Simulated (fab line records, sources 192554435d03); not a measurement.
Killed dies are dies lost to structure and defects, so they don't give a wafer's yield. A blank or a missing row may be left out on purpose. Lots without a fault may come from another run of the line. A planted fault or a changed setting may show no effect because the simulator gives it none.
Chamber matching | flow n5_finfet | N5_MOL_CONTACT_COAG_DESCUM_88 on rie_diel-01: 4 sister chambers
The step chemistry O2, time 7 s. 16 wafers are shown with their chamber, then 8 later ones without.

WAFERS WITH THEIR CHAMBER
wafer  | chamber | throttle_valve_pct (%) | drypump_motor_current_A (A) | showerhead_plenum_p_Torr (Torr)
L074.2 | 0       | 20.61                  | 6.2                         | 2.04
L074.3 | 1       | 20.13                  | 5.7                         | 2.04
L074.5 | 0       | 20.62                  | 6.2                         | 2.04
L075.3 | 0       | 20.63                  | 6.2                         | 2.04
L075.4 | 2       | 20.26                  | 5.6                         | 2.13
L075.6 | 0       | 20.62                  | 6.2                         | 2.04
L078.1 | 1       | 20.14                  | 5.8                         | 2.04
L078.2 | 2       | 20.27                  | 5.6                         | 2.13
L078.4 | 0       | 20.63                  | 6.2                         | 2.04
L080.1 | 3       | 20.61                  | 5.4                         | 2.03
L080.2 | 1       | 20.16                  | 5.8                         | 2.03
L080.6 | 3       | 20.62                  | 5.4                         | 2.03
L087.3 | 2       | 20.31                  | 5.7                         | 2.12
L087.4 | 0       | 20.66                  | 6.2                         | 2.03
L087.6 | 2       | 20.30                  | 5.6                         | 2.12
L092.1 | 1       | 20.19                  | 5.7                         | 2.03

SIGNATURES (means of the wafers above)
reading                  | chamber 0 | chamber 1 | chamber 2 | chamber 3 | scatter within a chamber
throttle_valve_pct       | 20.6283   | 20.1550   | 20.2850   | 20.6150   | 0.0211
drypump_motor_current_A  | 6.200     | 5.750     | 5.625     | 5.400     | 0.0382
showerhead_plenum_p_Torr | 2.0383    | 2.0350    | 2.1250    | 2.0300    | 0.00486
Rule: a wafer's distance from a chamber is the root of the sum, over the readings, of the square of ((its reading less the chamber's mean) divided by the reading's scatter). The wafer belongs to the nearest chamber; if the next one is less than 2 further off, it can't be placed. The scatter: the root of (the sum of the squares of (reading less its chamber's mean) over the shown wafers, divided by (wafers less chambers)).

WAFERS WITHOUT THEIR CHAMBER
wafer  | throttle_valve_pct (%) | drypump_motor_current_A (A) | showerhead_plenum_p_Torr (Torr)
L092.3 | 20.65                  | 5.4                         | 2.02
L092.4 | 20.29                  | 5.6                         | 2.12
L093.1 | 20.69                  | 6.2                         | 2.03
L093.2 | 20.67                  | 5.4                         | 2.02
L093.5 | 20.67                  | 5.4                         | 2.02
L097.2 | 20.67                  | 6.2                         | 2.02
L097.3 | 20.34                  | 5.6                         | 2.11
L097.5 | 20.33                  | 5.6                         | 2.11

WHICH CHAMBER EACH WENT THROUGH
wafer  | from the rows above | in truth
L092.3 | 3                   | 3
L092.4 | 2                   | 2
L093.1 | 0                   | 0
L093.2 | 3                   | 3
L093.5 | 3                   | 3
L097.2 | 0                   | 0
L097.3 | 2                   | 2
L097.5 | 2                   | 2
Placed correctly: 8 of 8. Can't be placed from these rows: 0. Placed wrongly: 0.
